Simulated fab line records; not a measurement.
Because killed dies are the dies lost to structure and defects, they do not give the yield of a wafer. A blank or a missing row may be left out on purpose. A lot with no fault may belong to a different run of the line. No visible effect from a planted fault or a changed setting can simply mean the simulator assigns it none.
Comparing a struck lot with a sound one | flow n5 finfet | 15 out of 1938 route steps
Sound: wafers L374.2, L374.3, L374.4. Struck: wafers L368.1, L368.3, L368.5. The cause comes at the end.
Per side, at each step with rows, come the tool, then ch with its chambers, and then its first start. Under that, the readings that differ: sound wafers | struck wafers | difference of the means | sigmas: that difference in standard deviations of wafers without a fault.
alike: same words and numbers on both sides, and readings whose means sit less than 2 such deviations apart. not compared: any withheld reading, any reading some wafer has no value for, any bound like >300 that may hide the same value, and any number with overlapping values for which the record gives no deviation.
The two part at a step that has a row with sigmas, a row that says differs or no value, or rows on one side only. When numbers do not overlap yet have no deviation, they are printed without sigmas and do not part them. Lack of a reading on every wafer of one side parts them only where that side has two or more wafers.

N5_BEOL_M1_DESCUM_33: chemistry O2, time 7 s.
  sound on rie diel-06 ch 0,2,3, day 11 05:30; struck on rie diel-03 ch 0,1,2, day 9 16:30
  alike: drypump motor current A, o2 flow sccm, oes product au, rf vpp V, showerhead plenum p Torr, temp c, throttle valve pct
  not compared: rf hours counter h
N5_BEOL_M1_ETCH_77: etches underlayer in N2/H2, target depth 6.5 nm, time 5.2 s.
  sound on rie diel-06 ch 0,2,3, day 11 05:32; struck on rie diel-03 ch 0,1,2, day 9 16:32
  alike: drypump motor current A, etch rf on time s, oes product au, rf vpp V, showerhead plenum p Torr, throttle valve pct
  not compared: rf hours counter h
then, 3 steps without rows for these wafers: N5_BEOL_M1_ETCH_69 (etches SiARC in CF4, target depth 15.6 nm, time 26 s); N5_BEOL_M1_ALD_98 (deposits SiO2, target thk 2.5 nm, pulse time 1 s, co reactant pulse time 1 s); N5_BEOL_M1_ETCHBACK_99 (etches SiO2 in CHF3, target depth 5 nm, time 10.4 s).
N5_BEOL_M1_ETCH_70: etches SOC in N2/H2, target depth 80 nm, overetch 16 nm, time 120 s.
  sound on rie diel-06 ch 0,1,3, day 11 12:07; struck on rie diel-04 ch 0,1,2, day 9 20:10
  alike: drypump motor current A, oes product au, rf vpp V, showerhead plenum p Torr, temp c, throttle valve pct
  not compared: rf hours counter h
then, 2 steps without rows for these wafers: N5_BEOL_M1_STRIP_71 (strips in N2/H2); N5_BEOL_M1_STRIP_78 (strips in N2/H2).
N5_BEOL_M1_VIA_ETCH_34: etches the open film in C4F6/O2, target depth 67.8 nm, time 64.4 s.
  sound on rie diel-06 ch 0,1,3, day 11 12:13; struck on rie diel-04 ch 0,1,2, day 9 20:16
  alike: drypump motor current A, oes product au, rf vpp V, showerhead plenum p Torr, throttle valve pct
  not compared: rf hours counter h
then, 3 steps without rows for these wafers: N5_BEOL_M1_STRIP_83 (strips in C4F6/O2); N5_BEOL_M1_STRIP_36 (strips in N2/H2); N5_BEOL_M1_TRENCH_ETCH_37 (etches SiOC in C4F6/O2, target depth 55.207 nm, time 29 s).
N5_BEOL_M1_ETCH_41: etches SiCN in CH3F/O2, target depth 31.9 nm, time 57.8 s.
  sound on rie diel-06 ch 0,1,3, day 11 12:20; struck on rie diel-04 ch 0,1,2, day 9 20:23
  reading                  | sound            | struck           | difference | sigmas
  model.etch.depth nm (nm) | 21.62 21.97 21.5 | 17.6 17.87 18.19 | -3.8       |
  alike: drypump motor current A, oes product au, rf vpp V, showerhead plenum p Torr, throttle valve pct
  not compared: rf hours counter h
N5_BEOL_M1_STRIP_97: strips in N2/H2, time 10 s.
  sound: rie diel-06 ch 0,1,3; struck: rie diel-04 ch 0,1,2
  alike: drypump motor current A, oes product au, rf vpp V, showerhead plenum p Torr, temp c, throttle valve pct
  not compared: rf hours counter h
N5_BEOL_M4_RC_MEAS_101:
  sound on prober-02 ch 0, day 13 02:50; struck on prober-02 ch 0, day 11 18:33
  alike: DIBL_N, DIBL_P, IOFF_N, IOFF_P, ION_N, ION_P, SS_N, SS_P, VT_N, VT_P

## WHERE THEY PART
Nowhere in this record.

WHY: the cause the simulator had injected
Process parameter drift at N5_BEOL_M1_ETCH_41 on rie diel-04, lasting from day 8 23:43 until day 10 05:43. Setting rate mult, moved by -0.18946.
